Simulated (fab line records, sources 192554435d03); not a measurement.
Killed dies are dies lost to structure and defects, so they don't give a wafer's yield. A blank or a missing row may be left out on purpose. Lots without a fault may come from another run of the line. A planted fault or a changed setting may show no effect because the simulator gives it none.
Problem report in the 8D (eight disciplines) form, filled by code | flow n5_finfet | the parts of the form that need people (team, actions taken, sign-off) are left out

1. THE PROBLEM
run_length_s at N5_HKMG_FIN_ETCH_35 reads a mean of 176.3 s on 1 wafer of 1 lot; wafers without a fault read 266.7 s with a standard deviation of 0.47. That is -99 or more standard deviations from the usual mean.
The step: etches SOC in N2/H2, target depth 215.8 nm, time 243.4 s.
First seen on wafer L475.5, day 7 00:08, on rie_diel-03. The record holds 15 wafers of 5 lots with a number at this step. Rule for "out", or "out of limits": more than 4 standard deviations from the usual mean. The other wafers with a number count as sound.

2. WHAT IT IS AND WHAT IT IS NOT
question                    | is               | is not
which readings at this step | run_length_s     | drypump_motor_current_A, n2_flow_sccm, oes_product_au, rf_vpp_V, showerhead_plenum_p_Torr, throttle_valve_pct
which lots                  | L475             | L466, L469, L474, L484
which wafers of those lots  | L475.5           | L475.2, L475.3
read on which tools         | rie_diel-03      | rie_diel-02
when                        | from day 7 00:08 | up to then (11 sound wafers); but 3 sound wafers of L484 came after

3. SUSPECTS, AND WHAT RULES EACH OUT
Counting: a tool at a process step up to the reading stays a suspect if it ran every lot that is out. Sound lots after the first of them don't rule it out here, since some wafers of a struck lot are sound.
- rie_diel-03 at N5_HKMG_FIN_DESCUM_17 (chemistry O2, time 7.9 s): kept. It ran the lot that is out, L475 (day 6 23:50); its last sound lot up to then is L469 (day 5 13:05).
- rie_diel-03 at N5_HKMG_FIN_ETCH_31 (etches SiARC in CF4, target depth 45.5 nm, time 75.8 s): kept. It ran the lot that is out, L475 (day 6 23:52); its last sound lot up to then is L469 (day 5 13:07).
- rie_diel-03 at N5_HKMG_FIN_ETCH_32 (etches SOC in N2/H2, target depth 240 nm, time 300 s): kept. It ran the lot that is out, L475 (day 6 23:55); its last sound lot up to then is L469 (day 5 13:10).
- rie_diel-03 at N5_HKMG_FIN_STRIP_34 (strips in CF4): kept. It ran the lot that is out, L475 (day 7 00:07); its last sound lot up to then is L469 (day 5 13:22).
- rie_diel-03 at N5_HKMG_FIN_ETCH_35 (etches SOC in N2/H2, target depth 215.8 nm, time 243.4 s): kept. It ran the lot that is out, L475 (day 7 00:08); its last sound lot up to then is L469 (day 5 13:23). Its own readings are out on those wafers: run_length_s.
- Within rie_diel-03 at N5_HKMG_FIN_DESCUM_17: the wafers that are out ran in chamber 0; their sound lot-mates ran in chambers 2, 3.
- Within rie_diel-03 at N5_HKMG_FIN_ETCH_31: the wafers that are out ran in chamber 0; their sound lot-mates ran in chambers 2, 3.
- Within rie_diel-03 at N5_HKMG_FIN_ETCH_32: the wafers that are out ran in chamber 0; their sound lot-mates ran in chambers 2, 3.
- Within rie_diel-03 at N5_HKMG_FIN_STRIP_34: the wafers that are out ran in chamber 0; their sound lot-mates ran in chambers 2, 3.
- Within rie_diel-03 at N5_HKMG_FIN_ETCH_35: the wafers that are out ran in chamber 0; their sound lot-mates ran in chambers 2, 3.
Left after counting: rie_diel-03 at N5_HKMG_FIN_DESCUM_17, rie_diel-03 at N5_HKMG_FIN_ETCH_31, rie_diel-03 at N5_HKMG_FIN_ETCH_32, rie_diel-03 at N5_HKMG_FIN_STRIP_34, rie_diel-03 at N5_HKMG_FIN_ETCH_35.

4. THE CAUSE (what the simulator had put in)
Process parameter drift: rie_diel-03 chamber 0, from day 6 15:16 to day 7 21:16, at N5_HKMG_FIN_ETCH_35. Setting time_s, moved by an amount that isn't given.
Counting left 5 suspects, and this tool is among them.

5. THE CHAIN OF EFFECTS, in route order
Each row: a reading whose mean over the struck wafers that have a number lies more than 3 standard deviations from the usual. Only readings for which the record gives a usual standard deviation are gone through. hours: the time from each lot's start at the first step in this table that gives one to its start at this step, as a median over the lots. sigmas: the change in usual standard deviations.
hours | step                | reading      | usual   | on struck wafers | change | sigmas
0     | N5_HKMG_FIN_ETCH_35 | run_length_s | 266.7 s | 176.3            | -90.4  | -99 or more
The process steps in it:
- N5_HKMG_FIN_ETCH_35: etches SOC in N2/H2, target depth 215.8 nm, time 243.4 s.

6. WHAT WOULD HAVE CAUGHT IT SOONER
In this record the first reading out of limits was taken at day 7 00:08, 9 hours after the fault began at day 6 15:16.
